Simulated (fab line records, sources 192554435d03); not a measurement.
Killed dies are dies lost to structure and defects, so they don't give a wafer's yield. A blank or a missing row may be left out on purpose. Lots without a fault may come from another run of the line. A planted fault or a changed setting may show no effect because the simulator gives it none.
Problem report in the 8D (eight disciplines) form, filled by code | flow n5_finfet | the parts of the form that need people (team, actions taken, sign-off) are left out

1. THE PROBLEM
bias_w at N5_MIM_BOT_ETCH_ETCH_03 reads a mean of 82.1 W on 5 wafers of 2 lots; wafers without a fault read 100.0 W with a standard deviation of 0.31. That is -58 standard deviations from the usual mean.
The step: etches the open film in Cl2/BCl3, target depth 12 nm.
First seen on wafer L660.2, day 15 00:56, on rie_metal-02. The record holds 18 wafers of 6 lots with a number at this step. Rule for "out", or "out of limits": more than 4 standard deviations from the usual mean. The other wafers with a number count as sound.

2. WHAT IT IS AND WHAT IT IS NOT
question                    | is                                     | is not
which readings at this step | bias_w                                 | drypump_motor_current_A, he_backside_leak_sccm, oes_product_au, throttle_valve_pct
which lots                  | L660, L661                             | L650, L651, L667, L668
which wafers of those lots  | L660.2, L660.4, L660.5, L661.4, L661.5 | L661.3
read on which tools         | rie_metal-02                           | rie_metal-03
when                        | from day 15 00:56                      | up to then (6 sound wafers); but 7 sound wafers of L661, L667, L668 came after

3. SUSPECTS, AND WHAT RULES EACH OUT
Counting: a tool at a process step up to the reading stays a suspect if it ran every lot that is out. Sound lots after the first of them don't rule it out here, since some wafers of a struck lot are sound.
- rie_metal-02 at N5_MIM_BOT_ETCH_ETCH_03 (etches the open film in Cl2/BCl3, target depth 12 nm): kept. It ran every lot that is out, first L660 (day 15 00:56); its last sound lot up to then is L651 (day 12 20:35). Its own readings are out on those wafers: bias_w.
- Within rie_metal-02 at N5_MIM_BOT_ETCH_ETCH_03: the wafers that are out ran in chamber 1; their sound lot-mates ran in chamber 0.
Left after counting: rie_metal-02 at N5_MIM_BOT_ETCH_ETCH_03.

4. THE CAUSE (what the simulator had put in)
Process parameter drift: rie_metal-02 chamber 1, from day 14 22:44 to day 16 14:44, at N5_MIM_BOT_ETCH_ETCH_03. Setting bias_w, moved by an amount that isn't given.
Counting left only this tool.

5. THE CHAIN OF EFFECTS, in route order
Each row: a reading whose mean over the struck wafers that have a number lies more than 3 standard deviations from the usual. Only readings for which the record gives a usual standard deviation are gone through. hours: the time from each lot's start at the first step in this table that gives one to its start at this step, as a median over the lots. sigmas: the change in usual standard deviations.
hours | step                    | reading | usual   | on struck wafers | change | sigmas
0     | N5_MIM_BOT_ETCH_ETCH_03 | bias_w  | 100.0 W | 82.1             | -17.9  | -58
The process steps in it:
- N5_MIM_BOT_ETCH_ETCH_03: etches the open film in Cl2/BCl3, target depth 12 nm.

6. WHAT WOULD HAVE CAUGHT IT SOONER
In this record the first reading out of limits was taken at day 15 00:56, 2 hours after the fault began at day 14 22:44.
